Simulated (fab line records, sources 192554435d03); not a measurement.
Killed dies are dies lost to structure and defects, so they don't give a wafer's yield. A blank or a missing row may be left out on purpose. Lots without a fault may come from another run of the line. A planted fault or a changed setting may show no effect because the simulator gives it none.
fab line records | flow n5_finfet
record lots=11 wafers=33 last_day=18
route steps=1938 shown BEOL_M11@1537
lots that met no fault: from a run of the same line without faults
start_h: hours from the record's first day to the start of the lot's first wafer shown | wait_h: hours since the lot's step before | " the same as in the row above | L1.1+2: a row that stands for several wafers | - no value, or no start given | * or withheld: withheld | < > ~ a bound
route shown NAME@n: a module of which the file shows steps, and the number in the route of the first | usual: mean/standard deviation of fault-free wafers | same: alike in all rows | chamber/n: place in a boat | sites: the reading at each site | _std_site: their standard deviation | _edge_site: outer sites' mean less inner sites' | radius_mm: how far each site lies from the wafer's centre | mask NAME#n: copy n | behind: the tool/chamber that last shaped the wafer | hold: why the lot was held/for how many hours/how that ended | device: the transistor (n, p or np) that didn't switch | end of line: the same wafers' tests at the end of the route | a step without rows: its recipe alone | killed: dies lost to structure and defects at the first sort, not the wafer's yield | map: a wafer's dies, x killed, . not, _ none there
set.NAME: the setting as run; set.NAME@STEP: as run at that earlier step | model.NAME: the simulator's own value behind a step, which no gauge read
steps of the route over a sample of lots; a table a step, a row a wafer
services: from which hour (start_h, from the record's first day; less than 0 if before it) a tool's chamber was out of use, for how many hours, and why
## steps
# step N5_BEOL_M11_CURE_71
# recipe temp_c=385 time_s=240 ambient=He/Ar material=SiCOH_lowk
# usual lamp_power_pct=52.31/0.055 wafer_temp_C_max=386.8/0.43
# columns lot.wafer tool chamber start_h wait_h lamp_power_pct wafer_temp_C_max
L193.1 uv_cure-01 2 217.59 0.0 52.36 386.4
L193.4 " 2 " " 52.29 387.4
L193.6 " 2 " " 52.40 386.8
L192.2 uv_cure-03 1 226.44 0.2 52.22 387.3
L192.5 " 1 " " 52.33 386.9
L192.6 " 1 " " 52.37 386.5
L194.2 uv_cure-03 1 228.27 0.1 52.43 387.2
L194.5 " 1 " " 52.26 386.9
L194.6 " 1 " " 52.32 387.5
L198.1 uv_cure-03 1 267.45 0.0 52.25 387.0
L198.3 " 1 " " 52.32 387.4
L198.5 " 1 " " 52.27 386.5
L201.3 uv_cure-03 1 285.94 0.2 52.24 386.8
L201.4 " 1 " " 52.24 387.2
L201.5 " 1 " " 52.30 387.2
L200.1 uv_cure-01 0 286.36 0.0 52.24 386.6
L200.5 " 0 " " 52.27 386.3
L200.6 " 0 " " 52.27 386.5
L210.2 uv_cure-01 2 349.69 0.1 52.40 387.5
L210.5 " 2 " " 52.35 387.3
L210.6 " 2 " " 52.36 387.3
L213.2 uv_cure-02 2 352.04 0.4 52.34 386.8
L213.3 " 2 " " 52.23 386.2
L213.4 " 2 " " 52.33 386.7
L212.1 uv_cure-01 2 358.66 0.0 52.30 386.6
L212.3 " 2 " " 52.40 386.8
L212.4 " 2 " " 52.31 386.9
L211.1 uv_cure-02 2 358.98 0.0 52.40 386.8
L211.4 " 2 " " 52.33 386.2
L211.6 " 2 " " 52.27 386.9
L214.1 uv_cure-02 0 378.93 0.5 52.29 386.6
L214.2 " 0 " " 52.29 387.3
L214.6 " 0 " " 52.38 386.6
# step N5_BEOL_M11_HM_DEP_02
# recipe material=TiN target_thk_a=200 temp_c=25 chamber_pressure_pa=0.49996
# usual throttle_valve_pct=29.7/0.93
# columns lot.wafer tool chamber start_h wait_h throttle_valve_pct
L193.1 pvd_sputter-02 - 220.10 1.9 29.3
L193.4 " - " " 29.2
L193.6 " - " " 29.6
L192.2 pvd_sputter-01 - 229.18 2.2 29.3
L192.5 " - " " 31.5
L192.6 " - " " 30.3
L194.2 pvd_sputter-03 - 229.55 0.8 29.8
L194.5 " - " " 30.5
L194.6 " - " " 29.5
L198.1 pvd_sputter-01 - 269.46 1.4 30.3
L198.3 " - " " 31.3
L198.5 " - " " 30.4
L201.3 pvd_sputter-03 - 288.20 1.9 31.7
L201.4 " - " " 30.6
L201.5 " - " " 28.6
L200.1 pvd_sputter-02 - 288.53 1.6 28.5
L200.5 " - " " 29.5
L200.6 " - " " 29.5
L210.2 pvd_sputter-03 - 350.64 0.5 31.6
L210.5 " - " " 28.8
L210.6 " - " " 29.6
L213.2 pvd_sputter-01 - 353.45 0.9 29.5
L213.3 " - " " 30.3
L213.4 " - " " 30.1
L212.1 pvd_sputter-02 - 360.03 0.8 29.2
L212.3 " - " " 28.8
L212.4 " - " " 29.5
L211.1 pvd_sputter-02 - 360.13 0.6 28.9
L211.4 " - " " 28.6
L211.6 " - " " 29.3
L214.1 pvd_sputter-03 - 380.88 1.4 29.8
L214.2 " - " " 30.5
L214.6 " - " " 29.8
# step N5_BEOL_M11_STRIP_67
# recipe chemistry=CF4 resist=SiARC power_w=300 bias_power_w=75 pressure_mtorr=50 cf4_flow_sccm=150 rf_frequency_hz=6e+07
# usual drypump_motor_current_A=5.9/0.56 oes_product_au=0.83/0.08 rf_vpp_V=271.3/1.5 showerhead_plenum_p_Torr=1.81/0.055 throttle_valve_pct=13.52/0.25
# columns lot.wafer tool chamber start_h wait_h drypump_motor_current_A oes_product_au rf_hours_counter_h rf_vpp_V showerhead_plenum_p_Torr throttle_valve_pct
L193.1 rie_diel-05 1 221.21 0.0 5.6 0.76 150 270.0 1.73 13.51
L193.4 " 2 " " 6.5 0.89 46 269.4 1.77 13.54
L193.6 " 0 " " 5.4 0.70 - 272.8 1.84 13.60
L192.2 rie_diel-05 1 229.99 0.0 5.6 0.76 152 269.3 1.73 13.52
L192.5 " 3 " " 6.3 0.79 - 270.4 1.73 13.50
L192.6 " 2 " " 6.5 0.88 - 272.1 1.77 13.55
L194.2 rie_diel-02 0 230.38 0.0 5.0 0.97 7 274.8 1.91 13.26
L194.5 " 3 " " 6.5 0.76 - 270.6 1.78 13.72
L194.6 " 0 " " 5.0 0.97 - 274.7 1.91 13.26
L198.1 rie_diel-04 1 270.27 0.0 5.3 0.93 6 273.0 1.84 13.11
L198.3 " 0 " " 5.4 0.91 16 271.6 1.83 13.57
L198.5 " 3 " " 5.5 0.88 - 272.3 1.90 13.17
L201.3 rie_diel-02 0 289.02 0.0 5.1 0.93 23 272.9 1.90 13.29
L201.4 " 3 " " 6.5 0.75 188 269.8 1.77 13.73
L201.5 " 1 " " 6.2 0.87 - 269.3 1.76 13.44
L200.1 rie_diel-05 1 289.34 0.0 5.6 0.75 169 269.5 1.73 13.57
L200.5 " 2 " " 6.4 0.86 - 271.3 1.76 13.56
L200.6 " 1 " " 5.6 0.75 - 268.8 1.73 13.57
L210.2 rie_diel-02 3 351.33 0.0 6.5 0.73 206 271.4 1.77 13.78
L210.5 " 2 " " 6.7 0.78 - 272.4 1.81 13.95
L210.6 " 3 " " 6.5 0.73 - 272.9 1.77 13.79
L213.2 rie_diel-04 2 354.26 0.0 5.7 0.92 18 270.8 1.83 13.16
L213.3 " 1 " " 5.3 0.87 31 271.7 1.83 13.17
L213.4 " 3 " " 5.5 0.85 69 273.8 1.89 13.23
L212.1 rie_diel-02 0 360.72 0.0 5.0 0.90 42 274.2 1.90 13.34
L212.3 " 2 " " 6.8 0.78 128 272.9 1.81 13.95
L212.4 " 1 " " 6.2 0.83 52 268.9 1.75 13.49
L211.1 rie_diel-05 2 360.94 0.0 6.4 0.83 91 269.5 1.76 13.64
L211.4 " 1 " " 5.6 0.72 - 270.0 1.72 13.63
L211.6 " 2 " " 6.4 0.84 - 269.7 1.76 13.62
L214.1 rie_diel-04 2 381.57 0.0 5.7 0.92 24 270.9 1.82 13.15
L214.2 " 1 " " 5.4 0.87 38 272.2 1.83 13.16
L214.6 " 0 " " 5.4 0.86 - 271.6 1.82 13.64
# step N5_BEOL_M11_VIA_ETCH_34
# recipe chemistry=C4F6/O2 target=SiCOH_lowk target_depth_a=1845 mask_material=SOC taper_deg=4 time_s=69.2 ion_energy_ev=250 pressure_mtorr=30 source_w=345 bias_w=185 Ar_flow_sccm=300 C4F6_flow_sccm=10 O2_flow_sccm=10
# usual drypump_motor_current_A=5.9/0.53 oes_product_au=0.82/0.085 rf_fwd_power_W=341.8/1.6 rf_vpp_V=658/9.2 showerhead_plenum_p_Torr=2.85/0.092 throttle_valve_pct=20.84/0.22
# columns lot.wafer tool chamber start_h wait_h drypump_motor_current_A oes_product_au rf_fwd_power_W rf_hours_counter_h rf_vpp_V showerhead_plenum_p_Torr throttle_valve_pct
L193.1 rie_diel-02 3 222.36 0.0 6.5 0.76 341.3 168 660 2.84 21.04
L193.4 " 0 " " 5.1 1.01 343.3 5 664 3.00 20.47
L193.6 " 3 " " 6.5 0.76 341.5 - 660 2.84 21.04
L194.2 rie_diel-04 0 234.88 0.0 5.4 0.95 341.8 5 671 2.90 21.01
L194.5 " 2 " " 5.7 0.68 339.8 - 665 2.93 21.03
L194.6 " 0 " " 5.4 0.96 343.2 - 670 2.90 21.02
L192.2 rie_diel-05 2 235.66 0.0 6.5 0.87 344.5 51 649 2.79 20.88
L192.5 " 2 " " 6.4 0.88 344.2 - 648 2.79 20.90
L192.6 " 3 " " 6.3 0.78 340.9 - 669 2.73 20.75
L198.1 rie_diel-05 0 274.28 0.0 5.4 0.73 422.9 237 593 2.91 20.84
L198.3 " 2 " " 6.5 0.90 424.1 63 580 2.79 20.92
L198.5 " 3 " " 6.4 0.81 425.3 - 598 2.73 20.77
L201.3 rie_diel-02 3 289.96 0.0 6.5 0.73 344.6 188 660 2.83 21.06
L201.4 " 1 " " 6.2 0.85 343.4 31 669 2.81 20.96
L201.5 " 1 " " 6.2 0.85 344.9 - 668 2.81 20.97
L200.1 rie_diel-05 3 290.27 0.0 6.3 0.82 423.7 131 600 2.72 20.78
L200.5 " 2 " " 6.5 0.89 426.4 - 582 2.78 20.94
L200.6 " 3 " " 6.3 0.81 423.3 - 599 2.72 20.77
L210.2 rie_diel-04 2 352.31 0.0 5.7 0.95 339.6 17 666 2.92 20.61
L210.5 " 0 " " 5.4 0.87 343.5 - 670 2.89 21.08
L210.6 " 3 " " 5.5 0.84 341.8 - 645 3.00 20.56
L213.2 rie_diel-02 0 356.69 0.0 5.0 0.92 343.0 40 664 2.98 20.53
L213.3 " 1 " " 6.2 0.83 343.2 51 667 2.80 20.98
L213.4 " 2 " " 6.7 0.77 340.4 127 653 2.85 21.27
L211.1 rie_diel-02 3 362.51 0.0 6.5 0.72 343.2 210 660 2.82 21.11
L211.4 " 1 " " 6.2 0.83 342.8 53 668 2.80 21.00
L211.6 " 1 " " 6.2 0.83 344.6 - 667 2.80 20.99
L212.1 rie_diel-04 0 362.99 0.0 5.4 0.86 341.7 43 670 2.89 21.09
L212.3 " 2 " " 5.7 0.94 341.8 19 668 2.92 20.63
L212.4 " 3 " " 5.5 0.83 340.8 70 646 3.00 20.55
L214.1 rie_diel-05 2 382.41 0.0 6.5 0.82 342.3 99 648 2.77 20.96
L214.2 " 0 " " 5.5 0.94 341.2 14 659 2.90 20.49
L214.6 " 1 " " 5.6 0.71 343.1 - 645 2.72 20.87
## services
# columns tool chamber start_h hours kind
uv_cure-03 - 217.02 2.8 pm
rie_diel-04 1 220.95 - clean
rie_diel-04 1 220.95 - consumable_replace:focus_ring
rie_diel-04 1 220.95 21.6 scheduled_down
rie_diel-04 1 220.95 21.6 vent_cycle
uv_cure-03 - 225.74 0.6 repair
uv_cure-03 - 230.33 0.5 repair
uv_cure-02 - 245.75 14.6 pm
uv_cure-02 - 260.35 7.5 pm
rie_diel-04 2 265.06 - clean
rie_diel-04 2 265.06 - consumable_replace:focus_ring
rie_diel-04 2 265.06 27.9 scheduled_down
rie_diel-04 2 265.06 27.9 vent_cycle
pvd_sputter-01 - 310.44 9.1 repair
rie_diel-02 0 324.30 6.3 repair
rie_diel-05 0 324.47 - clean
rie_diel-05 0 324.47 - consumable_replace:focus_ring
rie_diel-05 0 324.47 21.5 scheduled_down
rie_diel-05 0 324.47 21.5 vent_cycle
uv_cure-03 - 324.78 24.9 pm
pvd_sputter-03 - 336.33 4.2 repair
uv_cure-03 - 349.68 7.1 pm
uv_cure-01 - 361.85 22.2 pm
uv_cure-03 - 373.29 5.7 repair
## key
first_sign step=N5_BEOL_M11_VIA_ETCH_34 reading=rf_fwd_power_W direction=up sigmas=51 usual=* struck=*
effect step=N5_BEOL_M11_VIA_ETCH_34 reading=rf_vpp_V direction=down sigmas=7.2 usual=658 struck=592
met_at N5_BEOL_M11_VIA_ETCH_34
struck_lots L198,L200
not_acting_at N5_BEOL_M11_CURE_71,N5_BEOL_M11_HM_DEP_02,N5_BEOL_M11_STRIP_67
onset_between 235.66 274.28
fault kind=process_parameter_drift tool=rie_diel-05 chamber=- onset_h=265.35 steps=N5_BEOL_M11_VIA_ETCH_34 channel=source_w offset=82.8 shape=step end_h=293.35 acts_in=these_recipes_only stated=345
